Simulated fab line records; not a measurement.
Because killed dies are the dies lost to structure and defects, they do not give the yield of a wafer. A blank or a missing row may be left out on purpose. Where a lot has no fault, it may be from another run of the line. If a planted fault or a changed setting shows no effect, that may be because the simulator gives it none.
Chamber matching    flow nand harc    NHARC_A_CHANNEL_FILL_D2_ALD_25 on ald hk-04 has 4 sister chambers
The step deposits SiOx, target thk 60 nm, pulse time 10 s, ald cycles 600. 4 wafers are shown with their chamber, then 8 later ones without.

== EACH WAFER AND ITS CHAMBER ==
wafer   chamber  heater power w (W)
L086.6  0        484
L089.3  1        451
L089.5  3        437
L090.1  2        500

== WAFERS MISSING THEIR CHAMBER ==
wafer   heater power w (W)
L090.3  481
L090.6  440
L092.1  509
L092.2  455
L092.5  447
L095.2  461
L095.5  497
L095.6  454

== CHAMBER TAKEN BY EACH ==
wafer   from the rows above      in truth
L090.3  0                        0
L090.6  can't be placed: 3 or 1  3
L092.1  2                        2
L092.2  1                        1
L092.5  can't be placed: 1 or 3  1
L095.2  1                        1
L095.5  can't be placed: 2 or 0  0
L095.6  1                        1
Placed correctly: 5 of 8. Can't be placed from these rows: 3 (the true chamber is among the candidates in 3). Number placed wrongly: 0.
How it was worked out, from the rows above alone: a wafer's distance from a chamber is the root of the sum, over the readings, of the square of ((its reading less the chamber's mean) divided by the reading's scatter). If the next closest chamber is less than 2 further off than the closest, the wafer can't be placed; otherwise it belongs to the closest. Each chamber's mean is taken over the wafers shown for it. The scatter: root of mean squared gap, hidden wafer to nearest shown wafer, with one shown wafer a chamber.
